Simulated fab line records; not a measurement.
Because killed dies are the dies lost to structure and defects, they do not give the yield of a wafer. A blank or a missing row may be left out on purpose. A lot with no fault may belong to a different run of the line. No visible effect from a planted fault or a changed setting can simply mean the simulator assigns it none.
Chamber matching || flow n5Finfet || N5_BEOL_M11_ALD_74 on aldMetal-03: 4 sister chambers
The step deposits TaN, target thk 2 nm, pulse time 2 s, purge time 3 s. 8 wafers are shown with their chamber, then 11 later ones without.

== WAFERS WITH THEIR CHAMBER ==
{"wafer": "L084.3", "chamber": 3, "heaterPowerW (W)": 332, "precursorVesselTempC (C)": 74.97}
{"wafer": "L087.1", "chamber": 3, "heaterPowerW (W)": 332, "precursorVesselTempC (C)": 74.96}
{"wafer": "L087.4", "chamber": 1, "heaterPowerW (W)": 420, "precursorVesselTempC (C)": 75.02}
{"wafer": "L090.1", "chamber": 0, "heaterPowerW (W)": 369, "precursorVesselTempC (C)": 75.06}
{"wafer": "L092.2", "chamber": 1, "heaterPowerW (W)": 412, "precursorVesselTempC (C)": 74.92}
{"wafer": "L092.3", "chamber": 2, "heaterPowerW (W)": 475, "precursorVesselTempC (C)": 75.19}
{"wafer": "L092.4", "chamber": 0, "heaterPowerW (W)": 378, "precursorVesselTempC (C)": 75.02}
{"wafer": "L093.1", "chamber": 2, "heaterPowerW (W)": 471, "precursorVesselTempC (C)": 74.92}

== WAFERS WITHOUT THEIR CHAMBER ==
{"wafer": "L093.3", "heaterPowerW (W)": 328, "precursorVesselTempC (C)": 74.97}
{"wafer": "L093.6", "heaterPowerW (W)": 475, "precursorVesselTempC (C)": 75.13}
{"wafer": "L094.2", "heaterPowerW (W)": 489, "precursorVesselTempC (C)": 74.83}
{"wafer": "L094.3", "heaterPowerW (W)": 389, "precursorVesselTempC (C)": 74.80}
{"wafer": "L094.5", "heaterPowerW (W)": 412, "precursorVesselTempC (C)": 74.85}
{"wafer": "L095.1", "heaterPowerW (W)": 416, "precursorVesselTempC (C)": 75.01}
{"wafer": "L095.3", "heaterPowerW (W)": 335, "precursorVesselTempC (C)": 74.99}
{"wafer": "L095.4", "heaterPowerW (W)": 376, "precursorVesselTempC (C)": 75.19}
{"wafer": "L096.1", "heaterPowerW (W)": 412, "precursorVesselTempC (C)": 74.92}
{"wafer": "L096.3", "heaterPowerW (W)": 332, "precursorVesselTempC (C)": 74.82}
{"wafer": "L096.5", "heaterPowerW (W)": 328, "precursorVesselTempC (C)": 75.00}

== WHICH CHAMBER EACH WENT THROUGH ==
{"wafer": "L093.3", "from the rows above": 3, "in truth": 3}
{"wafer": "L093.6", "from the rows above": 2, "in truth": 2}
{"wafer": "L094.2", "from the rows above": 2, "in truth": 2}
{"wafer": "L094.3", "from the rows above": 0, "in truth": 0}
{"wafer": "L094.5", "from the rows above": 1, "in truth": 1}
{"wafer": "L095.1", "from the rows above": 1, "in truth": 1}
{"wafer": "L095.3", "from the rows above": 3, "in truth": 3}
{"wafer": "L095.4", "from the rows above": 0, "in truth": 0}
{"wafer": "L096.1", "from the rows above": 1, "in truth": 1}
{"wafer": "L096.3", "from the rows above": 3, "in truth": 3}
{"wafer": "L096.5", "from the rows above": 3, "in truth": 3}
Placed correctly: 11 of 11. Can't be placed from these rows: 0. Wrongly placed: 0.
How it was worked out, from the rows above alone: a wafer's distance from a chamber is the root of the sum, over the readings, of the square of ((its reading less the chamber's mean) divided by the reading's scatter). If the next closest chamber is less than 2 further off than the closest, the wafer can't be placed; otherwise it belongs to the closest. Each chamber's mean is taken over the wafers shown for it. The scatter: take each reading less its chamber's mean, square it, sum over the shown wafers, divide by the number of wafers less the number of chambers, and take the root.
